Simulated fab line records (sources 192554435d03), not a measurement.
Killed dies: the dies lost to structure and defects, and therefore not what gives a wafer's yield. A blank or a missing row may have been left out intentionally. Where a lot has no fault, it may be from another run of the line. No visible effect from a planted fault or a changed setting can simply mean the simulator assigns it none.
A single fault, viewed from 3 desks	flow n5Finfet	each desk has only its own numbers; what lay behind them comes last

TOOL OWNER'S DESK, rieDiel-05
The tool's own readings at N5_MOL_CONTACT_COAG_CONTACT_ETCH_14 (etches SiO2 in C4F6/O2, target depth 27.5 nm, overetch 8.5 nm, time 20 s): means of the sampled wafers that have a number, for each lot that ran on this tool. If a lot's mean is further than 4 standard deviations from the usual mean, the lot is out of limits and carries the mark OUT (the distance appears in the brackets).
Columns: A = drypumpMotorCurrentA at N5_MOL_CONTACT_COAG_CONTACT_ETCH_14, usual 5.7 A; B = oesProductAu at N5_MOL_CONTACT_COAG_CONTACT_ETCH_14, usual 0.69 a.u.; C = rfFwdPowerW at N5_MOL_CONTACT_COAG_CONTACT_ETCH_14, usual 363.8 W; D = rfVppV at N5_MOL_CONTACT_COAG_CONTACT_ETCH_14, usual 693.0 V; E = showerheadPlenumPTorr at N5_MOL_CONTACT_COAG_CONTACT_ETCH_14, usual 2.88 Torr; F = throttleValvePct at N5_MOL_CONTACT_COAG_CONTACT_ETCH_14, usual 21.23 %
lot	first seen here	A	B	C	D	E	F
L763	day 4 20:44	5.9	0.70	365.0	693.8	2.90	21.18
L768	day 6 03:10	5.9	0.79	275.0 (-49) OUT	751.8 (+21) OUT	2.80	21.21
L769	day 6 16:12	6.0	0.71	276.1 (-49) OUT	750.7 (+21) OUT	2.85	21.29
This desk's verdict: out of limits on L768, L769, starting with L768 at day 6 03:10 (rfFwdPowerW at N5_MOL_CONTACT_COAG_CONTACT_ETCH_14). In limits: L763.

THE DEFECT DESK
Per lot, the means of the sampled wafers with a number show what the inspections along the route counted. If a lot's mean is further than 4 standard deviations from the usual mean, the lot is out of limits and carries the mark OUT (the distance appears in the brackets).
Columns: A = rawDefectCount at N5_MOL_CONTACT_COAG_INSPECT_10, usual 77
lot	first seen here	A
L763	day 4 20:28	96
L768	day 6 02:57	48
L769	day 6 14:57	151
L773	day 7 13:03	64
L776	day 8 03:29	77
L785	day 10 13:25	95
Result from this desk: across the 6 lots, nothing is out of limits.

AT THE METROLOGY DESK
Means of the sampled wafers that have a number, per lot and without regard to the tool the lot ran on: this is what the gauges read. If a lot's mean is further than 4 standard deviations from the usual mean, the lot is out of limits and carries the mark OUT (the distance appears in the brackets).
Columns: A = cdNm at N5_MOL_CONTACT_COAG_CD_MEAS_08, usual 27.91 nm; B = CA_OVL at N5_MOL_CONTACT_COAG_OVL_MEAS_09, usual -0.5 nm
lot	first seen here	A	B
L763	day 4 20:22	27.86	-0.5
L768	day 6 02:52	27.98	-1.1
L769	day 6 14:52	27.88	-0.5
L773	day 7 12:58	28.20	-0.6
L776	day 8 03:24	27.88	-0.2
L785	day 10 13:19	27.96	-0.5
Result from this desk: across the 6 lots, nothing is out of limits.

TAKEN TOGETHER
At day 6 03:10, on L768, L769, the tool owner's desk was in a position to raise an alarm.
Nothing the defect desk looked at was out of limits.
Nothing out of limits was seen by the metrology desk.
The defect desk has L768, L769 on record, within its limits.
The metrology desk holds a record of L768, L769, inside its limits.
Of the lots named, all ran N5_MOL_CONTACT_COAG_CONTACT_ETCH_14 on rieDiel-05.

WHAT THE SIMULATOR HAD PUT IN
Drift in process parameters on rieDiel-05 at N5_MOL_CONTACT_COAG_CONTACT_ETCH_14, starting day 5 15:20. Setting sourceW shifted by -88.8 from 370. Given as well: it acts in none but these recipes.
Shown lots that were struck: L768, L769.
Delay in hours, fault start to first out-of-limits reading, by desk: the tool owner's desk at 12.
